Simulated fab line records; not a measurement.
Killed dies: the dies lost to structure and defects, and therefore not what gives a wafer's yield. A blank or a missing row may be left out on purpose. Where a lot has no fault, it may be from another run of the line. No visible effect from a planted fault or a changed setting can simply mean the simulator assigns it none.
A lot that was struck, set against a sound lot | flow n5 finfet | 16 out of 1938 route steps
Sound: these wafers, L413.1, L413.2, L413.3. Struck: wafers L411.3, L411.4, L411.5. Last of all comes the cause.
At each step with rows: each side's tool, then ch and its chambers, then its first start. Under that, the readings that differ: sound wafers | struck wafers | difference of the means | sigmas: that difference in standard deviations of wafers without a fault.
alike: readings with means less than 2 such deviations apart, plus words and numbers identical on both sides. not compared: withheld readings, readings lacking a value on some wafer, bounds such as >300 that could conceal the same value, and numbers that have no deviation in the record and whose values overlap.
Wherever a step has rows on one side only, a row that says differs or no value, or a row with sigmas, the two part there. When numbers do not overlap yet have no deviation, they are printed without sigmas and do not part them. Lack of a reading on every wafer of one side parts them only where that side has two or more wafers.

first, 12 steps without rows for these wafers: N5_GATE_CUT_DESCUM_18 (chemistry O2, time 7 s); N5_GATE_CUT_ETCH_28 (etches underlayer in N2/H2, target depth 13 nm, time 10.4 s); N5_GATE_CUT_ETCH_36 (etches SiARC in CF4, target depth 13 nm, time 21.7 s); N5_GATE_CUT_ETCH_37 (etches SOC in N2/H2, target depth 60 nm, overetch 12 nm, time 90 s); N5_GATE_CUT_STRIP_38 (strips in N2/H2); N5_GATE_CUT_STRIP_39 (strips in N2/H2); N5_GATE_CUT_HM_OPEN_40 (chemistry C4F6/O2, target SiO2, target depth 139 nm, time 85.1 s); N5_GATE_CUT_STRIP_41 (strips in CF4); N5_GATE_CUT_STRIP_42 (strips in O2); N5_GATE_CUT_ETCH_19 (etches SiNx in CH3F/O2, target depth 53.7 nm, time 76.7 s); N5_GATE_CUT_CUT_ETCH_53 (etches W in SF6/Cl2, target depth 79.2 nm); N5_GATE_CUT_CUT_ETCH_54 (etches TiN in Cl2/BCl3, target depth 96.7 nm).
N5_GATE_CUT_CUT_ETCH_55: etches HfO2 in BCl3, target depth 3.2 nm.
  sound on rie metal-02 ch 0,1, day 10 07:20; struck on rie metal-02 ch 0,1, day 9 20:11
  no value came back on the struck wafers for any of 5 readings (bcl3 flow sccm (sccm), bias w (W) and others); on the sound wafers bcl3 flow sccm (sccm) reads 79.90 79.71 79.83
  not compared: rf hours counter h
then, 1 step without rows for these wafers: N5_GATE_CUT_ETCH_47 (etches SiO2 in Cl2/BCl3, target depth 10 nm).
N5_BEOL_M4_RC_MEAS_101:
  the record has rows for the sound wafers here (prober-01 ch 0, day 17 09:47) and none for the struck ones
-- here the record skips 12 days between the struck wafers' starts before and after, leaving off in module BEOL_M4 and picking up in module PASSIVATION (first step shown: number 1936 of the route) --
N5_PASSIVATION_PROBE_49:
  sound on prober-02 at day 22 02:46; struck on prober-02 at day 21 16:16
  reading                  | sound          | struck         | difference | sigmas
  defect limited yield (%) | 91.4 88.4 89.7 | 0 0 0          | -90        | -56
  killed at front end      | 45 45 44       | 1105 1132 1097 | +1067      | +97
  killed dies              | 102 137 122    | 1180 1180 1180 | +1060      | +56
  killed on rim            | 7 20 18        | 152 152 152    | +137       | +32
  sort_bin_5_function (%)  | 4.7 6.5 5.3    | 96.1 96.8 95.8 | +90.7      | +91
  sort n pass              | 1078 1043 1058 | 0 0 0          | -1060      | -53
  sort yield pct (%)       | 91.4 88.4 89.7 | 0 0 0          | -90        | -53
  alike: killed_at_M0_to_M3, killed_at_M4_up, killed at contacts, killed at other, killed open, killed short, sort_bin_6_memory

== WHERE THEY PART ==
At N5_GATE_CUT_CUT_ETCH_55 first; at N5_PASSIVATION_PROBE_49 last (within this record only).

WHY: what the simulator had put in
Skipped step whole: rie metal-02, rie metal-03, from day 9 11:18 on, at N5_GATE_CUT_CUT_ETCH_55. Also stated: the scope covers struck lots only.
